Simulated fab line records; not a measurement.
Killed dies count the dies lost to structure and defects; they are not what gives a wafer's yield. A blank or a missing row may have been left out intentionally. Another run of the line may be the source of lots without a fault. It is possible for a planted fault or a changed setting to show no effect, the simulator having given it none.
Which tool was responsible?	flow nand harc	Sampling: 24 lots, 72 wafers, 6 of 1302 route steps

WHAT EACH GAUGE READ, for each wafer
Not one reading of a measure or inspect step in the record can be checked against a usual standard deviation.

EACH LOT AND THE TOOL THAT RAN IT (in order: tool; ch and the chambers of the sampled wafers; start)
lot	NHARC_A_CHANNEL_HOLE_D1_XSEM_31	NHARC_A_DECK1_JOINT_CMP_13	NHARC_A_CHANNEL_HOLE_D2_ETCH_25	NHARC_A_CHANNEL_FILL_D2_ALD_25	NHARC_A_CHANNEL_FILL_D2_STRIP_29	NHARC_A_CHANNEL_FILL_D2_CMP_10
L075	xsem-02 ch 0, day 8 23:07	cmp-02 ch 0,2, day 11 11:13	har etch-02 ch 0,1, day 13 09:04	ald hk-04 ch 0,2, day 15 01:53	rie diel-10 ch 0,2, day 15 21:38 or earlier	cmp-03 ch 1,2, day 15 21:38
L074	xsem-01 ch 0, day 8 23:36	cmp-01 ch 0,1, day 11 15:10	har etch-01 ch 0,1, day 13 10:03	ald hk-03 ch 1,2,3, day 15 01:20	rie diel-11 ch 0,3, day 15 10:54 or earlier	cmp-04 ch 2,3, day 15 10:54
L076	xsem-02 ch 0, day 9 18:58	cmp-04 ch 0,1, day 12 11:23	har etch-01 ch 0,1, day 14 13:43	ald hk-03 ch 1,2,3, day 16 05:16	rie diel-11 ch 1,3, day 16 10:23	cmp-04 ch 0,2,3, day 16 16:00
L077	xsem-01 ch 0, day 9 23:06	cmp-02 ch 0,2,3, day 12 11:25	har etch-01 ch 0,1, day 14 17:37	ald hk-01 ch 2,3, day 16 12:46	rie diel-11 ch 0,1,3, day 16 18:26	cmp-03 ch 1,2,3, day 16 23:56
L078	xsem-02 ch 0, day 10 04:06	cmp-01 ch 1,2, day 12 18:18	har etch-01 ch 0, day 14 21:46	ald hk-04 ch 2,3, day 16 13:23	rie diel-10 ch 0,2,3, day 17 00:02 or earlier	cmp-04 ch 0,1, day 17 00:02
L080	xsem-02 ch 0, day 10 22:46	cmp-01 ch 0,1, day 13 09:05	har etch-01 ch 0,1, day 15 10:22	ald hk-04 ch 0,3, day 17 00:58	rie diel-11 ch 0,1, day 17 06:05	cmp-04 ch 0,1,3, day 17 12:22
L079	xsem-01 ch 0, day 10 23:37	cmp-04 ch 1,2, day 13 09:04	har etch-02 ch 1, day 15 09:50	ald hk-03 ch 1,2,3, day 17 02:10	rie diel-10 ch 0,1,3, day 17 12:16 or earlier	cmp-03 ch 2,3, day 17 12:16
L081	xsem-02 ch 0, day 11 17:58	cmp-02 ch 0,1,2, day 14 04:46	har etch-01 ch 0,1, day 16 04:11	ald hk-03 ch 1,2, day 17 21:34	rie diel-03 ch 1,3, day 18 03:21	cmp-03 ch 1,2,3, day 18 08:59
L082	xsem-02 ch 0, day 12 03:29	cmp-04 ch 0,1,3, day 14 18:27	har etch-02 ch 0,1, day 16 16:40	ald hk-01 ch 0,1,3, day 18 09:45	rie diel-03 ch 0,1,2, day 18 21:10 or earlier	cmp-03 ch 0,1,3, day 18 21:10
L083	xsem-02 ch 0, day 12 15:17	cmp-01 ch 0,2,3, day 15 11:32	har etch-02 ch 0,1, day 17 15:07	ald hk-01 ch 1,2, day 19 07:08	rie diel-03 ch 2,3, day 19 12:51	cmp-04 ch 2,3, day 19 18:32
L084	xsem-01 ch 0, day 12 22:53	cmp-04 ch 0,1,3, day 15 14:37	har etch-02 ch 1, day 17 19:07	ald hk-03 ch 1,2,3, day 19 12:28	rie diel-10 ch 1,2, day 19 23:17 or earlier	cmp-04 ch 0,1, day 19 23:17
L085	xsem-01 ch 0, day 13 08:28	cmp-02 ch 1,2,3, day 16 01:55	har etch-02 ch 0,1, day 18 07:22	ald hk-04 ch 1,2,3, day 19 23:43	rie diel-10 ch 0,1, day 20 09:50 or earlier	cmp-01 ch 0,1, day 20 09:50
L086	xsem-02 ch 0, day 13 15:39	cmp-01 ch 0,1,3, day 16 01:53	har etch-01 ch 0,1, day 18 09:32	ald hk-01 ch 1,2,3, day 19 22:29	rie diel-11 ch 1,3, day 20 04:14	cmp-04 ch 0,1,2, day 20 09:49
L087	xsem-02 ch 0, day 14 16:39	cmp-02 ch 0,2,3, day 17 11:21	har etch-02 ch 1, day 19 07:45	ald hk-03 ch 2,3, day 20 23:52	rie diel-11 ch 2,3, day 21 11:36 or earlier	cmp-03 ch 0,1,3, day 21 11:36
L088	xsem-01 ch 0, day 15 04:40	cmp-02 ch 2,3, day 17 17:35	har etch-01 ch 0,1, day 19 15:35	ald hk-01 ch 0,1,3, day 21 06:33	rie diel-03 ch 0,2,3, day 21 18:02 or earlier	cmp-01 ch 0,3, day 21 18:02
L089	xsem-02 ch 0, day 15 05:09	cmp-01 ch 2,3, day 17 17:35	har etch-01 ch 0,1, day 19 20:10	ald hk-01 ch 2,3, day 21 14:29	rie diel-11 ch 2,3, day 22 01:26 or earlier	cmp-03 ch 0,3, day 22 01:26
L090	xsem-01 ch 0, day 15 16:49	cmp-04 ch 1,3, day 18 06:54	har etch-01 ch 0,1, day 20 07:12	ald hk-03 ch 0,2,3, day 21 23:18	rie diel-10 ch 0,3, day 22 09:33 or earlier	cmp-03 ch 1,2,3, day 22 09:33
L091	xsem-02 ch 0, day 16 02:34	cmp-04 ch 1,2, day 18 14:29	har etch-01 ch 0,1, day 20 14:10	ald hk-04 ch 0,2,3, day 22 10:18	rie diel-11 ch 0,1, day 22 20:47 or earlier	cmp-01 ch 1,2,3, day 22 20:47
L092	xsem-01 ch 0, day 16 03:37	cmp-01 ch 1,2,3, day 18 14:30	har etch-02 ch 0,1, day 20 14:57	ald hk-01 ch 0,3, day 22 09:29	rie diel-10 ch 0,2,3, day 22 20:46 or earlier	cmp-04 ch 2,3, day 22 20:46
L093	xsem-01 ch 0, day 16 11:01	cmp-04 ch 1,3, day 18 21:50	har etch-01 ch 0,1, day 20 18:12	ald hk-03 ch 0,3, day 22 09:25	rie diel-03 ch 1,3, day 22 20:46 or earlier	cmp-03 ch 1,2, day 22 20:46
L094	xsem-01 ch 0, day 17 15:07	cmp-01 ch 0,1,2, day 20 01:31	har etch-01 ch 0,1, day 22 00:32	ald hk-01 ch 2,3, day 23 19:37	rie diel-11 ch 0,1,3, day 24 06:54 or earlier	cmp-04 ch 0,1,3, day 24 06:54
L095	xsem-02 ch 0, day 17 23:04	cmp-04 ch 0,1,3, day 20 12:23	har etch-02 ch 0,1, day 22 12:22	ald hk-01 ch 0,1,2, day 24 04:04	rie diel-11 ch 0,2,3, day 24 14:41 or earlier	cmp-01 ch 0,1,3, day 24 14:41
L096	xsem-01 ch 0, day 18 05:55	cmp-02 ch 1,2, day 20 18:50	har etch-02 ch 0,1, day 23 03:46	ald hk-03 ch 1,2,3, day 24 16:10	rie diel-11 ch 0,3, day 25 02:47 or earlier	cmp-03 ch 1,2, day 25 02:47
L097	xsem-02 ch 0, day 18 14:12	cmp-02 ch 1,2,3, day 21 00:47	har etch-01 ch 0,1, day 22 23:08	ald hk-04 ch 1,3, day 24 16:10	rie diel-10 ch 0,1, day 25 02:49 or earlier	cmp-04 ch 1,2,3, day 25 02:49
- NHARC_A_CHANNEL_HOLE_D1_XSEM_31
- NHARC_A_DECK1_JOINT_CMP_13: polishes, target thk 51.023 nm.
- NHARC_A_CHANNEL_HOLE_D2_ETCH_25: etches the open film in C4F8/O2/Ar, time 1040.2 s, target depth 1500 nm.
- NHARC_A_CHANNEL_FILL_D2_ALD_25: deposits SiOx, target thk 60 nm, pulse time 10 s, ald cycles 600.
- NHARC_A_CHANNEL_FILL_D2_STRIP_29: strips in O2, time 20 s.
- NHARC_A_CHANNEL_FILL_D2_CMP_10: polishes, target thk 150 nm.

WHAT THE TOOLS THEMSELVES READ (means of the sampled wafers that have a number; where no wafer has one, the mark that the record gives instead)
NHARC_A_CHANNEL_HOLE_D1_XSEM_31.
lot	tool	bot cd nm (nm)	bow nm (nm)	tilt deg (degrees)
L075	xsem-02	74.1	8.90	0.11
L074	xsem-01	73.1	8.86	0.08
L076	xsem-02	76.1	8.27	0.17
L077	xsem-01	76.4	9.13	0.09
L078	xsem-02	74.4	8.45	0.16
L080	xsem-02	74.7	8.18	0.08
L079	xsem-01	74.6	8.56	0.04
L081	xsem-02	75.2	8.49	0.12
L082	xsem-02	73.8	9.21	0.03
L083	xsem-02	74.8	8.54	0.16
L084	xsem-01	74.6	8.64	0.02
L085	xsem-01	73.5	8.19	0.05
L086	xsem-02	73.0	8.80	0.02
L087	xsem-02	75.2	8.70	0.08
L088	xsem-01	75.5	8.77	0.15
L089	xsem-02	72.3	8.79	0.06
L090	xsem-01	75.5	8.80	0.04
L091	xsem-02	76.1	8.92	0.04
L092	xsem-01	72.9	8.89	0.09
L093	xsem-01	73.7	8.59	0.06
L094	xsem-01	74.4	9.07	0.05
L095	xsem-02	73.4	8.73	0.08
L096	xsem-01	72.9	8.95	0.11
L097	xsem-02	72.9	8.71	0.10

NHARC_A_DECK1_JOINT_CMP_13.
lot	tool	motor current A (A)	retaining ring pressure frac	time to endpoint s (s)
L075	cmp-02	11.1	0.997	9.9
L074	cmp-01	10.7	1.000	5.8
L076	cmp-04	12.9	0.998	8.6
L077	cmp-02	11.3	1.000	9.2
L078	cmp-01	11.5	1.004	9.3
L080	cmp-01	11.3	1.003	8.0
L079	cmp-04	11.4	1.005	10.4
L081	cmp-02	11.8	0.999	9.5
L082	cmp-04	12.0	1.001	9.0
L083	cmp-01	11.2	0.996	8.1
L084	cmp-04	11.9	1.000	9.1
L085	cmp-02	11.8	1.006	8.5
L086	cmp-01	10.9	0.995	6.9
L087	cmp-02	11.2	1.002	8.8
L088	cmp-02	11.1	0.998	6.8
L089	cmp-01	11.3	0.994	7.7
L090	cmp-04	11.1	1.007	10.3
L091	cmp-04	11.6	0.999	11.2
L092	cmp-01	11.5	0.993	8.1
L093	cmp-04	11.3	0.999	10.7
L094	cmp-01	11.0	1.000	9.7
L095	cmp-04	12.2	0.999	8.8
L096	cmp-02	11.9	0.999	7.1
L097	cmp-02	11.6	0.997	8.5

NHARC_A_CHANNEL_HOLE_D2_ETCH_25.
lot	tool	drypump motor current A (A)	oes air line au (a.u.)	showerhead plenum p Torr (Torr)	throttle valve pct (%)
L075	har etch-02	6.12	0.990	3.727	32.233
L074	har etch-01	6.00	1.005	3.693	32.232
L076	har etch-01	6.00	0.992	3.685	32.229
L077	har etch-01	5.94	1.006	3.683	32.236
L078	har etch-01	6.09	1.001	3.681	32.232
L080	har etch-01	6.01	1.000	3.675	32.234
L079	har etch-02	6.19	1.016	3.715	32.231
L081	har etch-01	6.00	1.011	3.669	32.231
L082	har etch-02	6.04	1.011	3.706	32.228
L083	har etch-02	6.11	0.985	3.704	32.242
L084	har etch-02	6.18	1.033	3.702	32.230
L085	har etch-02	6.12	1.008	3.696	32.236
L086	har etch-01	5.92	0.995	3.650	32.236
L087	har etch-02	6.19	1.001	3.689	32.238
L088	har etch-01	5.93	0.984	3.644	32.231
L089	har etch-01	5.93	0.975	3.642	32.237
L090	har etch-01	6.00	0.998	3.637	32.233
L091	har etch-01	5.93	0.986	3.635	32.238
L092	har etch-02	6.12	0.993	3.679	32.236
L093	har etch-01	5.91	0.989	3.633	32.242
L094	har etch-01	5.95	0.998	3.623	32.230
L095	har etch-02	6.13	1.011	3.664	32.244
L096	har etch-02	6.12	0.983	3.661	32.230
L097	har etch-01	5.93	0.997	3.619	32.235

NHARC_A_CHANNEL_FILL_D2_ALD_25.
lot	tool	heater power w (W)	precursor pulse height rel
L075	ald hk-04	453	0.987
L074	ald hk-03	444	1.017
L076	ald hk-03	449	1.027
L077	ald hk-01	410	1.008
L078	ald hk-04	457	0.995
L080	ald hk-04	478	1.015
L079	ald hk-03	443	1.004
L081	ald hk-03	498	1.010
L082	ald hk-01	444	0.999
L083	ald hk-01	483	1.005
L084	ald hk-03	458	0.993
L085	ald hk-04	459	1.008
L086	ald hk-01	450	1.012
L087	ald hk-03	410	0.998
L088	ald hk-01	455	1.013
L089	ald hk-01	414	1.014
L090	ald hk-03	444	0.996
L091	ald hk-04	463	1.005
L092	ald hk-01	409	1.011
L093	ald hk-03	448	0.988
L094	ald hk-01	428	1.015
L095	ald hk-01	468	1.025
L096	ald hk-03	464	0.992
L097	ald hk-04	470	1.026

NHARC_A_CHANNEL_FILL_D2_STRIP_29.
lot	tool	drypump motor current A (A)	oes product au (a.u.)	rf vpp V (V)	showerhead plenum p Torr (Torr)	throttle valve pct (%)
L075	rie diel-10	5.8	1.007	57.7	3.46	17.030
L074	rie diel-11	6.1	0.999	57.6	3.76	17.030
L076	rie diel-11	6.0	0.999	58.0	3.62	17.035
L077	rie diel-11	6.1	1.002	58.2	3.69	17.026
L078	rie diel-10	5.5	1.001	58.1	3.53	17.035
L080	rie diel-11	6.3	0.999	59.1	3.69	17.035
L079	rie diel-10	5.8	0.996	57.6	3.56	17.039
L081	rie diel-03	5.8	0.985	57.6	3.48	17.043
L082	rie diel-03	5.9	1.000	57.7	3.48	17.036
L083	rie diel-03	5.9	0.995	56.9	3.48	17.030
L084	rie diel-10	5.6	1.013	58.2	3.64	17.037
L085	rie diel-10	6.1	0.995	58.2	3.49	17.040
L086	rie diel-11	5.8	1.003	57.8	3.68	17.036
L087	rie diel-11	5.7	1.001	58.4	3.74	17.035
L088	rie diel-03	5.9	1.009	57.9	3.37	17.049
L089	rie diel-11	5.7	1.010	58.9	3.74	17.040
L090	rie diel-10	5.5	1.000	57.9	3.55	17.037
L091	rie diel-11	6.3	1.013	57.9	3.62	17.037
L092	rie diel-10	5.5	0.992	57.9	3.53	17.044
L093	rie diel-03	5.8	0.991	57.1	3.47	17.046
L094	rie diel-11	6.1	1.015	58.3	3.68	17.034
L095	rie diel-11	5.9	1.011	58.5	3.75	17.040
L096	rie diel-11	5.9	1.013	58.3	3.75	17.029
L097	rie diel-10	6.1	1.003	57.3	3.49	17.034

NHARC_A_CHANNEL_FILL_D2_CMP_10.
lot	tool	motor current A (A)	retaining ring pressure frac	time to endpoint s (s)
L075	cmp-03	12.1	0.999	14.2
L074	cmp-04	12.1	1.002	18.7
L076	cmp-04	12.3	0.994	15.7
L077	cmp-03	11.3	1.003	12.3
L078	cmp-04	12.0	0.997	13.9
L080	cmp-04	12.2	0.999	17.0
L079	cmp-03	11.6	0.997	16.0
L081	cmp-03	11.3	0.997	10.7
L082	cmp-03	10.7	1.001	10.5
L083	cmp-04	11.9	0.997	14.9
L084	cmp-04	12.8	0.999	14.2
L085	cmp-01	10.9	1.000	10.8
L086	cmp-04	11.8	1.000	15.9
L087	cmp-03	10.9	0.991	15.8
L088	cmp-01	11.6	0.995	14.2
L089	cmp-03	10.0	0.994	15.6
L090	cmp-03	11.6	1.002	13.7
L091	cmp-01	11.7	0.999	14.7
L092	cmp-04	12.1	1.002	15.1
L093	cmp-03	12.2	1.001	14.9
L094	cmp-04	12.1	1.004	11.4
L095	cmp-01	11.5	1.003	14.2
L096	cmp-03	11.8	1.000	10.1
L097	cmp-04	12.0	0.999	15.8

THE ANSWER, worked out from the rows above alone
Rule: what is usual is taken from the lots themselves. The widest of any qualifying gaps counts: lots, ordered by their means at a reading, are off when they make up no more than a third of the lots, leave a main group of 4 or more, and stand apart from it by 3 or more times the standard deviation of that group's means. A main group is skipped when, at the precision printed for the reading in the tables above, its means are all equal. A lot without any number at a reading at which 4 lots or more have one is off too. The other lots that the step has rows for count as sound. After the gauges, taken in route order, come the tools' own readings; for these a lot's mean is taken, as printed above. At the first step where some lot is off, the reading lying furthest off is the one used; lots without a number count as furthest.
Nothing can be told from this: no lot is off at any reading shown.

WHAT THE SIMULATOR PUT IN
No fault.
